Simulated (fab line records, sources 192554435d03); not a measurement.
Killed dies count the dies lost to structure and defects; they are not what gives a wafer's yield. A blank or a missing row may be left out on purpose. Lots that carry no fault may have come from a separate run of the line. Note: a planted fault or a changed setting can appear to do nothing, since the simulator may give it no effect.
Matching of chambers | flow n5_finfet | 3 sister chambers for N5_BEOL_M14_DEP_53 on pecvd-03
The step deposits SiCN from 3MS/NH3, target thk 50 nm, time 17.8 s. 16 wafers are shown with their chamber, then 8 later ones without.

## WAFERS, EACH WITH ITS CHAMBER
wafer  | chamber | throttle_valve_pct (%) | showerhead_plenum_p_Torr (Torr)
L074.2 | 1       | 18.2                   | 4.147
L074.3 | 0       | 17.9                   | 4.133
L074.6 | 2       | 16.7                   | 4.163
L079.1 | 0       | 17.7                   | 4.142
L079.2 | 2       | 17.0                   | 4.146
L079.5 | 0       | 17.8                   | 4.134
L082.1 | 1       | 18.2                   | 4.131
L082.2 | 2       | 17.0                   | 4.161
L082.4 | 2       | 17.0                   | 4.167
L083.1 | 2       | 16.8                   | 4.156
L083.3 | 0       | 17.9                   | 4.134
L083.5 | 1       | 18.3                   | 4.133
L088.1 | 0       | 17.7                   | 4.132
L088.3 | 0       | 17.6                   | 4.133
L088.4 | 2       | 16.9                   | 4.166
L086.1 | 0       | 17.6                   | 4.145

SIGNATURES (averages over the wafers above)
reading                  | chamber 0 | chamber 1 | chamber 2 | scatter within a chamber
throttle_valve_pct       | 17.743    | 18.233    | 16.900    | 0.119
showerhead_plenum_p_Torr | 4.13614   | 4.13700   | 4.15983   | 0.00689
Rule: a wafer lies at a distance from a chamber equal to the root of the sum of squares, over the readings, of (its reading less the chamber's mean, divided by the reading's scatter). If the next closest chamber is less than 2 further off than the closest, the wafer can't be placed; otherwise it belongs to the closest. The scatter: the root of (the sum of the squares of (reading less its chamber's mean) over the shown wafers, divided by (wafers less chambers)).

## WAFERS MISSING THEIR CHAMBER
wafer  | throttle_valve_pct (%) | showerhead_plenum_p_Torr (Torr)
L086.3 | 17.7                   | 4.130
L086.4 | 17.2                   | 4.166
L091.3 | 17.5                   | 4.148
L091.5 | 16.9                   | 4.161
L091.6 | 17.8                   | 4.132
L096.1 | 17.7                   | 4.135
L096.4 | 17.2                   | 4.158
L096.5 | 17.6                   | 4.136

## WHICH CHAMBER EACH ONE RAN IN
wafer  | from the rows above | in truth
L086.3 | 0                   | 0
L086.4 | 2                   | 2
L091.3 | 0                   | 0
L091.5 | 2                   | 2
L091.6 | 0                   | 0
L096.1 | 0                   | 0
L096.4 | 2                   | 2
L096.5 | 0                   | 0
Placed correctly: 8 of 8. Left unplaced by these rows: 0. 0 placed wrongly.
